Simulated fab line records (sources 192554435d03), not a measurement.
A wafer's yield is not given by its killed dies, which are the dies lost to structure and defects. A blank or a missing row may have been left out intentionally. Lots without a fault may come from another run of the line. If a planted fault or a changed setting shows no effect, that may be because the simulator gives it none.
Split-lot experiment ; flow n5 finfet ; 21 wafers read from 7 lots, route of 1938 steps

== THE SPLIT ITSELF ==
At N5_BEOL_M7_ETCH_61 (etches SiARC in CF4, target depth 45.5 nm, time 75.8 s), the setting source w was moved away from the recipe's 545 W on 6 of the 21 wafers read, by -10.6% to +11.0%. For the rest of the wafers, this setting stayed at what the recipe calls for.

The reading is taken at the split's own step.

== THE READING ==
rf vpp V, in V, at N5_BEOL_M7_ETCH_61 (etches SiARC in CF4, target depth 45.5 nm, time 75.8 s). On this fab line, fault-free wafers typically give 184.2 V with a standard deviation of 1.1 V.

wafer;tool, chamber at the split;source w as run, W;against the recipe;rf vpp V, V;against lot-mates on the recipe
L075.1;rie diel-04, 2;576.6;+5.8%;180.4;-2.7
L075.2;rie diel-04, 3;545;recipe;184.2;-
L075.6;rie diel-04, 2;545;recipe;182.0;-
L081.1;rie diel-01, 3;545;recipe;184.7;-
L081.3;rie diel-01, 0;545;recipe;185.0;-
L081.6;rie diel-01, 1;545;recipe;184.3;-
L082.1;rie diel-04, 2;487.2;-10.6%;190.5;+6.6
L082.3;rie diel-04, 3;487.2;-10.6%;192.8;+8.9
L082.5;rie diel-04, 3;545;recipe;183.9;-
L083.2;rie diel-05, 0;518.5;-4.9%;188.1;+3.3
L083.4;rie diel-05, 3;545;recipe;184.8;-
L083.6;rie diel-05, 1;518.5;-4.9%;185.7;+0.9
L084.2;rie diel-04, 2;545;recipe;183.7;-
L084.5;rie diel-04, 1;545;recipe;184.9;-
L084.6;rie diel-04, 3;545;recipe;185.2;-
L087.3;rie diel-01, 3;545;recipe;184.4;-
L087.4;rie diel-01, 2;545;recipe;184.0;-
L087.5;rie diel-01, 0;545;recipe;184.7;-
L089.1;rie diel-01, 2;604.7;+11.0%;178.0;-7.5
L089.5;rie diel-01, 1;545;recipe;184.7;-
L089.6;rie diel-01, 0;545;recipe;186.3;-

FIT RESULTS
A straight line over all 21 wafers: rf vpp V changes by -0.636 V for each +1% of source w; r = -0.95; the points scatter about the line by 1 V.
The same after taking each lot's own level away (the mean of its wafers on the recipe; 21 wafers): -0.664 V for each +1%; r = -0.96; scatter 0.91 V.
Per that fit: largest source w move, reading shift of 7.3 V.
From 183.10 to 185.50 V: that is the span of the lots' own levels, equal to 2.2 times the standard deviation above.
So the lot-to-lot level changes the slope little: the two slopes agree.
Check: with one of the wafers moved furthest among these (+11.0%) left out of the fit, the line predicts -7.12 V for it against its lot-mates. It came out at -7.5 V against them.
Tool readings at the split's step, against how far the setting was moved: rf vpp V r = -0.95.

== OTHER SPLITS ON THESE WAFERS ==
These wafers also went through other splits before the reading. Each is held against what the fit with the lots' levels taken away leaves over:
other split on the same wafers;wafers away from the commonest value;r with rf vpp V (lot level and that fit taken away)
N5_BEOL_M1_COAT_05 spin rpm;10;+0.03
N5_BEOL_M3_COAT_67 spin rpm;11;-0.04
N5_BEOL_M3_EXPOSE_25 dose mj;7;+0.16
N5_BEOL_M5_PECVD_70 temp c;5;+0.09
N5_BEOL_M5_TRENCH_ETCH_37 source w;10;+0.15
N5_BEOL_M5_ALD_86 ald cycles;10;+0.17
N5_BEOL_M6_COAT_22 spin rpm;6;+0.03

== FILE'S OWN FIT ==
rf vpp V changes by -0.655 V for each +1% of source w, r = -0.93.
